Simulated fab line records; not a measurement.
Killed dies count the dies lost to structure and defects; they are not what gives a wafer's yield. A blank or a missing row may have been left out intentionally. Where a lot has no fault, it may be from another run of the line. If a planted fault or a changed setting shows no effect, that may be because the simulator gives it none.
A struck lot beside a sound one :: flow n5_finfet :: 39 out of 1938 route steps
Sound: wafers L868.2, L868.4, L868.5. Struck: wafer L870.4. (L870.1, L870.6 of the same lot were not struck and are left out.) The cause comes at the end.
At each step with rows: each side's tool, then ch and its chambers, then its first start. Under that, the readings that differ: sound wafers :: struck wafers :: difference of the means :: sigmas: that difference in standard deviations of wafers without a fault.
alike: same words and numbers on both sides, and readings whose means sit less than 2 such deviations apart. not compared: any withheld reading, any reading some wafer has no value for, any bound like >300 that may hide the same value, and any number with overlapping values for which the record gives no deviation.
Wherever a step has rows on one side only, a row that says differs or no value, or a row with sigmas, the two part there. When numbers do not overlap yet have no deviation, they are printed without sigmas and do not part them. Lack of a reading on every wafer of one side parts them only where that side has two or more wafers.

first, 9 steps without rows for these wafers: N5_MOL_CONTACT_COAG_PRECLEAN_127 (cleans in DIW, time 57.5 s); N5_MOL_CONTACT_COAG_SRD_128 (dry time 32 s); N5_MOL_CONTACT_COAG_CMP_52 (polishes, stops on SiO2, t overpolish 1.5 s, target thk 66.5 nm); N5_MOL_CONTACT_COAG_ANNEAL_112 (time 1800 s); N5_BEOL_M0_SAQP_PECVD_00 (deposits SiCN from 3MS/NH3, target thk 8 nm, time 14 s); N5_BEOL_M0_SAQP_ILD_DEP_01 (deposits SiOC from DEMS/O2, target thk 45.419 nm, time 8.7 s); N5_BEOL_M0_SAQP_HM_DEP_02 (deposits TiN, target thk 12 nm); N5_BEOL_M0_SAQP_PECVD_03 (deposits SiCN from 3MS/NH3, target thk 12 nm, time 21.1 s); N5_BEOL_M0_SAQP_PECVD_96 (deposits a-Si from SiH4/He, target thk 45 nm, time 45.2 s).
N5_BEOL_M0_SAQP_PECVD_97: deposits SiNx from SiH4/NH3/N2, target thk 23 nm, time 19.9 s.
  sound on pecvd-04 ch 0,1,2, day 6 17:50; struck on pecvd-04 ch 1, day 7 05:58
  alike: heater_power_w, showerhead_plenum_p_Torr, susceptor_temp_C, throttle_valve_pct
then, 10 steps without rows for these wafers: N5_BEOL_M0_SAQP_PECVD_04 (deposits a-Si from SiH4/He, target thk 60 nm, time 60.2 s); N5_BEOL_M0_SAQP_HM_DEP_111 (deposits SiO2 from SiH4/N2O, target thk 12 nm, time 7.2 s); N5_BEOL_M0_SAQP_COAT_81 (time 60 s, resist thk 100 nm); N5_BEOL_M0_SAQP_COAT_82 (time 60 s, resist thk 30 nm); N5_BEOL_M0_SAQP_COAT_08 (resist thk 90 nm); N5_BEOL_M0_SAQP_EBR_10; N5_BEOL_M0_SAQP_SOFTBAKE_09 (time 60 s); N5_BEOL_M0_SAQP_EXPOSE_11 (exposes mask M0 CORE, target cd 42 nm); N5_BEOL_M0_SAQP_PEB_12 (peb time 60 s); N5_BEOL_M0_SAQP_DEVELOP_13 (develop time 30 s).
N5_BEOL_M0_SAQP_INSPECT_16: inspects for defects (brightfield).
  sound on defect_inspect-01, day 6 18:30; struck on defect_inspect-01, day 7 06:31
reading: raw_defect_count
sound: 465 474 454
struck: 1434
difference: +970
sigmas: +6
then, 14 steps without rows for these wafers: N5_BEOL_M0_SAQP_DESCUM_19 (chemistry O2, time 7.9 s); N5_BEOL_M0_SAQP_ETCH_83 (etches SiARC in CF4, target depth 39 nm, time 65 s); N5_BEOL_M0_SAQP_ETCH_84 (etches SOC in N2/H2, target depth 100 nm, overetch 20 nm, time 150 s); N5_BEOL_M0_SAQP_STRIP_80 (strips in N2/H2); N5_BEOL_M0_SAQP_HM_OPEN_112 (chemistry CHF3/O2, target SiO2, stops on a-Si, target depth 12 nm, time 13.5 s); N5_BEOL_M0_SAQP_STRIP_113 (strips in CHF3/O2); N5_BEOL_M0_SAQP_MANDREL_ETCH_20 (etches a-Si in HBr/Cl2, stops on SiNx, target depth 60 nm, bt time 10 s, time 30 s); N5_BEOL_M0_SAQP_STRIP_86 (strips in N2/H2); N5_BEOL_M0_SAQP_STRIP_115 (strips in post etch residue remover, time 60 s); N5_BEOL_M0_SAQP_SRD_93 (time 30 s); N5_BEOL_M0_SAQP_RECESS_114 (chemistry HF/NH3, target SiO2, target depth 14.4 nm, afs cycles 3, sublimation time 60 s); N5_BEOL_M0_SAQP_SPACER1_ALD_98 (deposits SiO2, target thk 12.8 nm, pulse time 1 s, purge time 2 s); N5_BEOL_M0_SAQP_SPACER1_ETCHBACK_99 (etches SiO2 in CHF3/O2, target depth 15.4 nm, time 7.7 s); N5_BEOL_M0_SAQP_MANDREL1_REMOVE_100 (chemistry HBr/Cl2/O2, target a-Si, stops on SiNx, bt time 10 s).
N5_BEOL_M0_SAQP_INSPECT_42: inspects for defects (brightfield).
  sound on defect_inspect-01, day 6 23:13; struck on defect_inspect-01, day 7 11:53
reading: raw_defect_count
sound: 222 222 333
struck: 1286
difference: +1027
sigmas: +10
N5_BEOL_M0_CUTY_INSPECT_59: inspects for defects (macro).
  sound on defect_inspect-02, day 7 00:37; struck on defect_inspect-02, day 7 13:16
reading: raw_defect_count
sound: 1 2 1
struck: >300
difference: differs
sigmas: 
N5_BEOL_M4_RC_MEAS_101:
  sound on prober-01 ch 0, day 9 11:44; struck on prober-02 ch 0, day 9 11:20
  alike: DIBL_N, DIBL_P, IOFF_N, IOFF_P, ION_N, ION_P, SS_N, SS_P, VT_N, VT_P
-- the record jumps here: 4 days lie between the struck wafers' starts before and after (it left off in module BEOL_M4 and takes up again in module PASSIVATION, whose first step shown is number 1936 of the route) --
N5_PASSIVATION_PROBE_49:
  sound on prober-01, day 13 21:32; struck on prober-01, day 13 18:25
reading: defect_limited_yield (%)
sound: 91.8 93.2 93.9
struck: 80.5
difference: -12.5
sigmas: -8

reading: killed_at_M0_to_M3
sound: 52 38 25
struck: 176
difference: +138
sigmas: +13

reading: killed_dies
sound: 97 80 72
struck: 230
difference: +147
sigmas: +8

reading: killed_on_rim
sound: 15 13 13
struck: 24
difference: +10
sigmas: +3

reading: sort_bin_5_function (%)
sound: 5.4 4.1 3.8
struck: 11.4
difference: +7.0
sigmas: +7

reading: sort_bin_6_memory (%)
sound: 2.6 2.5 2.0
struck: 4.1
difference: +1.7
sigmas: +2

reading: sort_n_pass
sound: 1083 1100 1108
struck: 950
difference: -147
sigmas: -8

reading: sort_yield_pct (%)
sound: 91.8 93.2 93.9
struck: 80.5
difference: -12.5
sigmas: -8
  alike: killed_at_M4_up, killed_at_contacts, killed_at_front_end, killed_at_other, killed_open, killed_short, sort_bin_4_leakage

== WHERE THEY PART ==
Last at N5_PASSIVATION_PROBE_49 as far as this record goes, first at N5_BEOL_M0_SAQP_INSPECT_16.

WHY: what the simulator had put in
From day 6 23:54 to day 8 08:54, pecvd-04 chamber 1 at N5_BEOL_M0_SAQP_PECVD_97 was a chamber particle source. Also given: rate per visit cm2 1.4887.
